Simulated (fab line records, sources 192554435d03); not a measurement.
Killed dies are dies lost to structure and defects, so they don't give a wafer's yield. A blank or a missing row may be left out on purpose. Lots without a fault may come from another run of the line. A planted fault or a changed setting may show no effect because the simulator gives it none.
Split-lot experiment | flow n5_finfet | 7 lots, 21 wafers read, on a route of 1938 steps

THE SPLIT
At N5_SDB_EXPOSE_08 (exposes mask SDB), the setting dose_mj was moved away from the recipe's 49.6 on 6 of the 21 wafers read, by -5.4% to +4.0%. The other wafers ran this setting at the recipe's value.

FROM THE SPLIT TO THE READING: what the file shows between them, 2 steps
- N5_SDB_PEB_09: peb time 60 s
- N5_SDB_DEVELOP_10: develop time 30 s

THE READING
cd_nm, in nm, at N5_SDB_CD_MEAS_11 (target cd 50 nm). Fault-free wafers of this fab line usually give 50.3 nm, standard deviation 1.2 nm.

wafer  | tool, chamber at the split | dose_mj as run | against the recipe | cd_nm, nm | against lot-mates on the recipe
L077.2 | arfi_scanner-03, 0         | 49.6           | recipe             | 49.9      | -
L077.4 | arfi_scanner-03, 0         | 47.07          | -5.1%              | 45.5      | -4.5
L077.5 | arfi_scanner-03, 0         | 49.6           | recipe             | 50.0      | -
L079.1 | arfi_scanner-03, 0         | 50.95          | +2.7%              | 57.0      | +6.0
L079.5 | arfi_scanner-03, 0         | 49.6           | recipe             | 51.9      | -
L079.6 | arfi_scanner-03, 0         | 49.6           | recipe             | 50.1      | -
L082.1 | arfi_scanner-03, 0         | 49.6           | recipe             | 50.5      | -
L082.2 | arfi_scanner-03, 0         | 49.6           | recipe             | 49.1      | -
L082.5 | arfi_scanner-03, 0         | 49.6           | recipe             | 51.8      | -
L085.1 | arfi_scanner-03, 0         | 49.6           | recipe             | 51.7      | -
L085.5 | arfi_scanner-03, 0         | 51.57          | +4.0%              | 56.8      | +5.2
L085.6 | arfi_scanner-03, 0         | 49.6           | recipe             | 51.5      | -
L089.1 | arfi_scanner-01, 0         | 51.57          | +4.0%              | 55.5      | +6.0
L089.2 | arfi_scanner-01, 0         | 49.6           | recipe             | 49.5      | -
L089.6 | arfi_scanner-01, 0         | 51.57          | +4.0%              | 52.2      | +2.7
L093.4 | arfi_scanner-03, 0         | 49.6           | recipe             | 49.8      | -
L093.5 | arfi_scanner-03, 0         | 49.6           | recipe             | 52.4      | -
L093.6 | arfi_scanner-03, 0         | 46.93          | -5.4%              | 44.2      | -6.9
L095.1 | arfi_scanner-02, 0         | 49.6           | recipe             | 52.0      | -
L095.2 | arfi_scanner-02, 0         | 49.6           | recipe             | 49.1      | -
L095.4 | arfi_scanner-02, 0         | 49.6           | recipe             | 50.0      | -

THE FIT
A straight line over all 21 wafers: cd_nm changes by +1.16 nm for each +1% of dose_mj; r = +0.89; the points scatter about the line by 1.5 nm.
The same after taking each lot's own level away (the mean of its wafers on the recipe; 21 wafers): +1.19 nm for each +1%; r = +0.92; scatter 1.2 nm.
On that fit, the largest move of dose_mj shifts the reading by 6.4 nm.
The lots' own levels span 49.50 to 51.60 nm, that is 1.8 times the standard deviation above.
So the lot-to-lot level changes the slope little: the two slopes agree.
Check: with one of the wafers moved furthest among these (-5.4%) left out of the fit, the line predicts -5.91 nm for it against its lot-mates. It came out at -6.9 nm against them.

OTHER SPLITS ON THESE WAFERS
These wafers also went through other splits before the reading. Each is held against what the fit with the lots' levels taken away leaves over:
other split on the same wafers          | wafers away from the commonest value | r with cd_nm (lot level and that fit taken away)
N5_ZERO_LAYER_COAT_05 spin_rpm          | 9                                    | +0.03
N5_ZERO_LAYER_DEVELOP_10 develop_time_s | 8                                    | +0.12
N5_FIN_SAQP_EXPOSE_13 dose_mj           | 5                                    | -0.02
N5_FIN_SAQP_PEB_14 peb_time_s           | 9                                    | -0.03
N5_DUMMY_GATE_HM_DEP_06 time_s          | 9                                    | -0.15
N5_SD_EPI_N_EPI_21 time_s               | 6                                    | +0.18
N5_SD_EPI_P_COAT_34 spin_rpm            | 9                                    | -0.19
N5_SDB_COAT_05 spin_rpm                 | 4                                    | +0.13

THE FILE'S OWN FIT
cd_nm changes by +1.21 nm for each +1% of dose_mj, r = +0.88.
